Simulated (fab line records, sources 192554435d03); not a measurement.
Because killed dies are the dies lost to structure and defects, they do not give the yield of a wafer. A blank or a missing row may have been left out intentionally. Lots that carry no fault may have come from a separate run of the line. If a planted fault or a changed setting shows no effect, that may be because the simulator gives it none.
Which of the tools did it? / flow n5_finfet / 63 wafers sampled from 21 lots at 1 step of a route of 1938

## WHAT THE GAUGES READ, wafer by wafer
N5_MOL_CONTACT_COAG_OVL_MEAS_09.
lot=L074; measured=day 4 15:32; on=overlay-01; CA_OVL (nm)=0.9 -0.4 -0.5
lot=L075; measured=day 5 02:07; on=overlay-02; CA_OVL (nm)=0.6 -0.2 1.1
lot=L076; measured=day 5 03:50; on=overlay-02; CA_OVL (nm)=-0.4 0.1 1.5
lot=L077; measured=day 5 13:46; on=overlay-01; CA_OVL (nm)=1.0 -0.1 0.0
lot=L078; measured=day 5 19:58; on=overlay-01; CA_OVL (nm)=-0.9 -0.2 -0.5
lot=L079; measured=day 5 22:22; on=overlay-01; CA_OVL (nm)=0.6 0.8 -0.2
lot=L080; measured=day 6 10:40; on=overlay-02; CA_OVL (nm)=-1.3 -0.7 -0.3
lot=L081; measured=day 6 10:42; on=overlay-01; CA_OVL (nm)=-0.3 0.2 0.3
lot=L082; measured=day 6 18:22; on=overlay-01; CA_OVL (nm)=0.0 0.8 0.1
lot=L083; measured=day 6 23:01; on=overlay-02; CA_OVL (nm)=0.5 0.5 0.9
lot=L084; measured=day 7 05:04; on=overlay-02; CA_OVL (nm)=1.0 1.1 0.6
lot=L085; measured=day 7 11:04; on=overlay-01; CA_OVL (nm)=-0.3 1.0 0.9
lot=L086; measured=day 7 18:03; on=overlay-02; CA_OVL (nm)=0.7 1.2 0.7
lot=L087; measured=day 8 01:19; on=overlay-01; CA_OVL (nm)=0.1 0.3 -0.4
lot=L088; measured=day 8 09:31; on=overlay-02; CA_OVL (nm)=-0.1 -0.1 0.4
lot=L089; measured=day 8 12:58; on=overlay-01; CA_OVL (nm)=0.7 0.5 0.1
lot=L090; measured=day 8 19:55; on=overlay-01; CA_OVL (nm)=0.4 0.2 0.5
lot=L092; measured=day 9 06:37; on=overlay-01; CA_OVL (nm)=1.2 -0.3 0.5
lot=L093; measured=day 9 14:10; on=overlay-02; CA_OVL (nm)=0.3 1.2 0.5
lot=L094; measured=day 9 16:46; on=overlay-01; CA_OVL (nm)=0.9 1.4 1.2
lot=L095; measured=day 9 22:29; on=overlay-02; CA_OVL (nm)=1.1 0.3 0.2

## WHAT TOOL EACH LOT RAN ON (gives the tool, then ch and the chambers of the sampled wafers, and finally the start)
Record: no process step prior to these readings.

## WHAT THE TOOLS THEMSELVES READ (means of the sampled wafers that have a number; where no wafer has one, the mark that the record gives instead)
The record holds no such reading with a usual standard deviation.

## THE ANSWER, worked out from the rows above alone
Rule: the usual values come from the lots themselves. Put in order of their means at a reading, lots are off if they are a third of the lots or fewer, leave a main group of 4 or more, and stand apart from it by a gap of 3 or more times the standard deviation of the main group's means; of several such gaps the widest counts. The tables above print the reading to a certain number of digits; a main group whose means all agree to those digits is not used. A lot without any number at a reading at which 4 lots or more have one is off too. All remaining lots with rows at the step are treated as sound. First the gauges in route order, then the tools' own readings, where a lot's mean is used as printed above. At the first step where some lot is off, the reading lying furthest off is the one used; lots without a number count as furthest.
Across all readings shown, no lot is off: no conclusion can be drawn from this.

## WHAT WAS PUT IN BY THE SIMULATOR
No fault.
